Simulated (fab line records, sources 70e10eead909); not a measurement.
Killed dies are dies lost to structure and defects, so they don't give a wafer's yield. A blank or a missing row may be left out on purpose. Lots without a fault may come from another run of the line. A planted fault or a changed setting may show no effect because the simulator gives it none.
fab line records | flow nand_harc
record lots=6 wafers=18 last_day=34
route steps=1302 shown A_WL_FILL@956 END@1302
lots that met no fault: from a run of the same line without faults
start_h: hours from the record's first day to the start of the lot's first wafer shown | wait_h: hours since the lot's step before | " the same as in the row above | L1.1+2: a row that stands for several wafers | - no value, or no start given | * or withheld: withheld | < > ~ a bound
route shown NAME@n: a module of which the file shows steps, and the number in the route of the first | usual: mean/standard deviation of fault-free wafers | same: alike in all rows | chamber/n: place in a boat | sites: the reading at each site | _std_site: their standard deviation | _edge_site: outer sites' mean less inner sites' | radius_mm: how far each site lies from the wafer's centre | mask NAME#n: copy n | behind: the tool/chamber that last shaped the wafer | hold: why the lot was held/for how many hours/how that ended | device: the transistor (n, p or np) that didn't switch | end of line: the same wafers' tests at the end of the route | a step without rows: its recipe alone | killed: dies lost to structure and defects at the first sort, not the wafer's yield | map: a wafer's dies, x killed, . not, _ none there
set.NAME: the setting as run; set.NAME@STEP: as run at that earlier step | model.NAME: the simulator's own value behind a step, which no gauge read
lots at some steps of the route; a table a step, a row a wafer
services: from which hour (start_h, from the record's first day; less than 0 if before it) a tool's chamber was out of use, for how many hours, and why
## steps
# step NHARC_A_WL_FILL_CVD_03
# recipe target_thk_a=400 temp_c=300 pressure_torr=40 wf6_flow_sccm=40 h2_flow_sccm=1600 ar_flow_sccm=1560 time_s=279 material=W
# usual chamber_pressure_Torr=40.02/0.081 heater_power_w=486/37 mfc_h2_sccm=1600/4.8 throttle_valve_pct=7.9/0.36
# columns lot.wafer tool chamber start_h wait_h chamber_pressure_Torr heater_power_w mfc_h2_sccm throttle_valve_pct
L361.4 cvd_w-01 0 573.77 0.2 40.09 483 1608 7.3
L361.3 " 1 " " 39.99 488 1595 8.3
L361.5 " 0 " " 39.98 477 1601 7.6
L362.1 cvd_w-02 1 576.16 0.1 40.04 435 1599 8.0
L362.4 " 1 " " 39.97 430 1592 8.0
L362.5 " 0 " " 39.86 548 1601 7.5
L363.2 cvd_w-01 0 588.40 0.1 40.06 489 1606 7.5
L363.5 " 1 " " 39.97 480 1590 8.5
L363.6 " 0 " " 40.06 479 1611 7.4
L368.1 cvd_w-02 0 626.57 0.1 39.95 519 1601 7.7
L368.4 " 0 " " 39.89 534 1598 7.8
L368.5 " 1 " " 40.02 434 1595 7.9
L369.1 cvd_w-01 0 640.27 0.1 39.91 477 1603 7.5
L369.4 " 1 " " 40.08 508 1597 8.7
L369.6 " 1 " " 40.09 509 1596 8.3
L374.2 cvd_w-01 1 711.15 0.1 39.90 509 1595 8.6
L374.4 " 1 " " 40.07 501 1606 9.0
L374.6 " 1 " " 40.01 498 1589 8.5
# step NHARC_A_WL_FILL_ETCHBACK_04
# recipe target_depth_a=600 time_s=120 chemistry=NF3
# step NHARC_A_WL_FILL_ETCHBACK_05
# recipe target_depth_a=220 time_s=60 temp_c=40 chemistry=Cl2/BCl3
# usual drypump_motor_current_A=5.8/0.57 oes_product_au=1.003/0.0097 run_length_s=81.6/0.32
# columns lot.wafer tool chamber start_h wait_h drypump_motor_current_A oes_product_au rf_hours_counter_h run_length_s
L361.3 rie_metal-01 0 574.31 0.2 5.3 1.007 - 81.3
L361.4 " 1 " " 6.5 1.010 - 81.8
L361.5 " 1 " " 6.5 1.006 - 82.0
L362.1 rie_metal-03 0 576.72 0.2 4.9 1.014 0.9 81.5
L362.4 " 0 " " 5.0 1.004 - 81.5
L362.5 " 1 " " 6.0 1.007 - 81.8
L363.2 rie_metal-03 1 588.98 0.2 6.0 1.003 1.4 81.6
L363.5 " 0 " " 5.0 1.019 - 81.8
L363.6 " 1 " " 6.0 1.014 - 81.7
L368.1 rie_metal-01 0 627.13 0.2 5.3 0.983 0.9 81.3
L368.4 " 0 " " 5.3 0.989 - 81.3
L368.5 " 1 " " 6.5 1.012 - 81.4
L369.1 rie_metal-01 0 640.89 0.2 5.3 0.997 1.2 81.7
L369.4 " 0 " " 5.3 0.994 - 81.2
L369.6 " 0 " " 5.4 1.006 - 81.4
L374.2 rie_metal-01 0 711.72 0.2 5.3 1.000 1.8 81.7
L374.4 " 1 " " 6.5 1.007 - 81.7
L374.6 " 0 " " 5.3 0.995 - 81.8
# step NHARC_A_WL_FILL_STRIP_27
# recipe power_w=1500 temp_c=250 time_s=20 chemistry=N2/H2
# usual drypump_motor_current_A=5.2/0.42 heater_power_w=327/8.8
# columns lot.wafer tool chamber start_h wait_h drypump_motor_current_A heater_power_w rf_hours_counter_h
L361.4 plasma_asher-01 1 574.47 0.1 5.1 333 -
L361.3 " 0 " " 4.9 311 -
L361.5 " 0 " " 4.9 306 -
L362.1 plasma_asher-02 0 576.86 0.1 5.9 330 33
L362.4 " 0 " " 5.9 326 -
L362.5 " 1 " " 4.9 319 -
L363.2 plasma_asher-02 1 589.13 0.1 4.9 328 35
L363.5 " 1 " " 4.9 322 -
L363.6 " 0 " " 5.9 328 -
L368.1 plasma_asher-01 1 627.29 0.1 5.1 330 23
L368.4 " 1 " " 5.1 334 -
L368.5 " 0 " " 4.9 309 -
L369.1 plasma_asher-02 1 641.02 0.1 4.9 336 5
L369.4 " 1 " " 4.9 326 -
L369.6 " 1 " " 4.9 325 -
L374.2 plasma_asher-02 1 711.87 0.1 4.9 334 21
L374.4 " 0 " " 5.9 333 -
L374.6 " 0 " " 5.9 328 -
# step NHARC_A_WL_FILL_STRIP_28
# recipe time_s=1200 temp_c=72.5 chemistry=post_etch_residue_remover
# step NHARC_A_WL_FILL_PRECLEAN_06
# recipe time_s=300 chemistry=DIW
# step NHARC_A_WL_FILL_SRD_07
# step NHARC_A_WL_FILL_ANNEAL_08
# recipe temp_c=450 time_s=1800
# step NHARC_A_WL_FILL_ALD_10
# recipe target_thk_a=500 pulse_time_s=10 ald_cycles=500 temp_c=300 material=SiO2
# usual heater_power_w=458/44 precursor_pulse_height_rel=0.999/0.019
# same ald_cycles=500
# columns lot.wafer tool chamber start_h wait_h heater_power_w precursor_pulse_height_rel
L362.1 ald_hk-04 3 581.11 0.6 454 1.030
L362.4 " 2 582.66 2.2 433 1.001
L362.5 " 3 " " 486 0.977
L361.4 ald_hk-03 3 582.61 2.1 535 0.981
L361.3 " 1 583.63 3.1 405 0.990
L361.5 " 0 585.16 4.7 437 1.015
L363.2 ald_hk-01 3 595.27 0.1 421 1.009
L363.6 " 3 599.45 4.2 415 0.969
L363.5 " 0 600.49 5.3 384 0.982
L368.4 ald_hk-04 1 632.71 0.6 518 0.983
L368.1 " 2 " " 443 1.014
L368.5 " 0 634.26 2.1 467 0.981
L369.1 ald_hk-01 0 645.91 0.1 398 0.996
L369.4 " 2 646.95 1.1 472 1.008
L369.6 " 1 648.50 2.6 565 0.994
L374.4 ald_hk-03 3 718.28 1.1 526 0.976
L374.2 " 1 720.38 3.2 404 0.993
L374.6 " 2 721.43 4.2 441 1.026
# step NHARC_A_WL_FILL_ETCHBACK_16
# recipe target_depth_a=1200 time_s=24 c4f8_flow_sccm=withheld o2_flow_sccm=8 ar_flow_sccm=withheld rf_w=600 bias_w=800 chemistry=C4F8/O2/Ar
# usual oes_product_au=0.986/0.026 rf_vpp_V=723/4.3 run_length_s=45.4/0.34
# columns lot.wafer tool chamber start_h wait_h oes_product_au rf_hours_counter_h rf_vpp_V run_length_s
L362.4 rie_diel-12 0 - - 0.963 3.1 729 45.8
L362.1 " 2 " " 0.971 4.9 728 45.5
L362.5 " 3 " " 0.971 - 717 44.9
L361.3 rie_diel-13 3 - - 1.009 3.2 719 45.3
L361.4 " 0 " " 0.986 3.5 727 45.7
L361.5 " 2 " " 0.991 - 717 45.1
L363.2 rie_diel-13 1 - - 0.923 4.4 723 45.2
L363.6 " 1 " " 0.922 - 725 45.2
L363.5 " 2 " " 0.913 - 719 45.2
L368.4 rie_diel-12 3 - - 0.999 0.1 718 45.4
L368.1 " 2 " " 0.971 0.1 729 46.1
L368.5 " 3 " " 0.993 - 717 45.7
L369.4 rie_diel-03 1 - - 0.995 0.0 720 45.5
L369.1 " 2 " " 1.009 0.0 720 45.6
L369.6 " 0 " " 0.989 - 722 45.8
L374.4 rie_diel-12 1 - - 1.006 2.9 729 45.8
L374.2 " 3 " " 0.995 2.9 717 45.0
L374.6 " 2 " " 0.970 - 730 45.6
# step NHARC_A_WL_FILL_STRIP_29
# recipe time_s=20 o2_flow_sccm=500 ar_flow_sccm=0 bias_w=0 chemistry=O2
# step NHARC_A_WL_FILL_ETCHBACK_17
# recipe target_depth_a=40 time_s=26.7 chemistry=Cl2/BCl3
# usual drypump_motor_current_A=5.8/0.5 oes_product_au=1.004/0.01 run_length_s=48.2/0.39
# columns lot.wafer tool chamber start_h wait_h drypump_motor_current_A oes_product_au rf_hours_counter_h run_length_s
L362.1 rie_metal-02 1 585.97 - 6.2 0.996 2.2 48.1
L362.4 " 0 " " 5.7 1.015 - 47.3
L362.5 " 0 " " 5.7 1.016 - 44.6
L361.3 rie_metal-02 0 587.44 - 5.7 1.030 - 47.4
L361.4 " 1 " " 6.2 0.998 - 48.7
L361.5 " 0 " " 5.7 1.021 - 44.9
L363.2 rie_metal-03 0 603.28 - 5.0 1.017 1.5 48.1
L363.6 " 0 " " 5.0 1.010 - 48.4
L363.5 " 1 " " 6.0 1.015 - 48.3
L368.1 rie_metal-01 1 637.03 - 6.5 1.021 1.0 48.2
L368.4 " 0 " " 5.3 0.996 - 48.0
L368.5 " 1 " " 6.5 1.005 - 48.1
L369.1 rie_metal-02 1 650.78 - 6.2 0.993 0.2 48.2
L369.4 " 0 " " 5.7 1.002 - 47.6
L369.6 " 0 " " 5.7 1.008 - 47.7
L374.2 rie_metal-03 0 725.28 - 5.0 1.002 0.2 48.7
L374.4 " 0 " " 5.0 1.003 - 48.2
L374.6 " 0 " " 5.0 0.994 - 48.2
# step NHARC_A_WL_FILL_PRECLEAN_18
# recipe time_s=30 chemistry=dHF
# step NHARC_END_SORT_01
# recipe temp_c=25
# usual killed_at_array=55/15 killed_at_other=1.0/1.2 killed_at_periphery=3.4/2.2 killed_dies=59/15 killed_open=3.2/2 killed_short=2.5/1.7
# same gross_dies=677
# columns lot.wafer tool chamber start_h wait_h killed_at_array killed_at_other killed_at_periphery killed_dies killed_open killed_short
L362.1 prober-02 0 677.60 2.5 71 0 3 74 3 5
L362.4 prober-02 0 679.97 3.4 81 0 4 85 2 2
L362.5 prober-02 0 680.76 3.7 71 0 8 79 5 3
L363.2 prober-01 0 697.02 2.8 59 3 3 65 4 4
L363.5 prober-01 0 699.42 3.7 64 1 2 67 8 1
L363.6 prober-01 0 700.22 4.0 56 1 1 58 2 2
# killed by level:class
L362.1 A_SLIT:chamber_film_flake=33 A_CHANNEL_HOLE_D1:chamber_film_flake=17 A_STAIRCASE:chamber_film_flake=13 P_M0:geometric_particle:short=2 A_WL_FILL:geometric_particle:short=2 A_ONON_D1:geometric_particle:open=1 A_ONON_D1:geometric_particle:short=1 A_ONON_D2:geometric_particle:open=1
L362.4 A_SLIT:chamber_film_flake=38 A_CHANNEL_HOLE_D1:chamber_film_flake=30 A_STAIRCASE:chamber_film_flake=4 A_CONTACT:chamber_film_flake=4 P_GATE:chamber_film_flake=3 P_GATE:geometric_particle:open=1 A_CHANNEL_FILL_D1:geometric_particle:short=1 A_CHANNEL_FILL_D1:geometric_particle:open=1
L362.5 A_SLIT:chamber_film_flake=36 A_CHANNEL_HOLE_D1:chamber_film_flake=17 A_STAIRCASE:chamber_film_flake=8 P_GATE:chamber_film_flake=4 A_ZERO_WELL:chamber_film_flake=3 A_WL_FILL:geometric_particle:short=2 A_CONTACT:chamber_film_flake=2 P_CONTACT:geometric_particle:open=1
L363.2 A_SLIT:chamber_film_flake=35 A_CONTACT:chamber_film_flake=6 A_CHANNEL_FILL_D2:chamber_film_flake=3 A_STAIRCASE:chamber_film_flake=3 THIN_TSV:chamber_film_flake=3 A_ONON_D1:geometric_particle:short=2 P_GATE:chamber_film_flake=2 A_ZERO_WELL:chamber_film_flake=2
L363.5 A_SLIT:chamber_film_flake=34 A_CHANNEL_FILL_D2:chamber_film_flake=7 A_CONTACT:chamber_film_flake=5 A_CHANNEL_HOLE_D1:chamber_film_flake=4 A_ONON_D1:geometric_particle:open=3 A_STAIRCASE:chamber_film_flake=3 P_GATE:geometric_particle:open=1 A_DECK1_JOINT:geometric_particle:open=1
L363.6 A_SLIT:chamber_film_flake=31 A_CHANNEL_FILL_D2:chamber_film_flake=5 A_CONTACT:chamber_film_flake=5 A_STAIRCASE:chamber_film_flake=4 A_CHANNEL_HOLE_D1:chamber_film_flake=3 A_ONON_D1:geometric_particle:open=1 A_CHANNEL_FILL_D1:geometric_particle:open=1 A_CHANNEL_FILL_D1:geometric_particle:short=1
## services
# columns tool chamber start_h hours kind
rie_diel-12 1 556.31 9.7 repair
rie_diel-13 2 562.06 2.4 repair
rie_diel-12 - 563.00 1.0 repair
ald_hk-03 - 568.44 10.0 pm
rie_metal-01 - 575.00 9.0 pm
rie_diel-12 - 580.61 0.4 repair
rie_diel-12 3 595.96 16.6 repair
plasma_asher-02 - 603.32 9.0 pm
ald_hk-04 - 612.18 10.0 pm
plasma_asher-02 - 621.65 4.1 repair
rie_diel-12 - 622.40 9.0 pm
cvd_w-02 - 631.00 13.0 pm
rie_metal-02 - 631.00 9.0 pm
rie_diel-13 2 632.64 2.4 repair
rie_metal-01 0 668.09 17.1 repair
rie_diel-12 3 670.50 4.0 repair
rie_diel-12 2 672.28 17.4 repair
rie_diel-12 0 674.51 1.4 repair
cvd_w-01 0 688.19 14.0 repair
rie_diel-12 - 695.31 0.1 repair
rie_metal-03 - 696.00 9.0 pm
rie_diel-12 2 703.37 2.3 repair
rie_metal-02 1 710.81 1.4 repair
rie_diel-12 3 719.98 2.2 repair
## key
first_sign step=NHARC_A_WL_FILL_ETCHBACK_17 reading=run_length_s direction=down sigmas=9 usual=* struck=*
effect none on later readings
met_at NHARC_A_WL_FILL_ETCHBACK_17
struck_wafers L361.5,L362.5
tester_left_out L361,L362
fault kind=process_parameter_drift tool=rie_metal-02 chamber=- onset_h=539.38 steps=NHARC_A_WL_FILL_ETCHBACK_17 channel=time_s offset=* shape=step end_h=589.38 scope=struck_wafers_only acts_in=* stated=*
# tester_left_out: of these lots the tester's yield and bins aren't shown, on N5 and GAA mostly nor the transistor test; their killed dies are dies lost to structure and defects alone, not to doping, threshold or leakage, so they don't give the yield
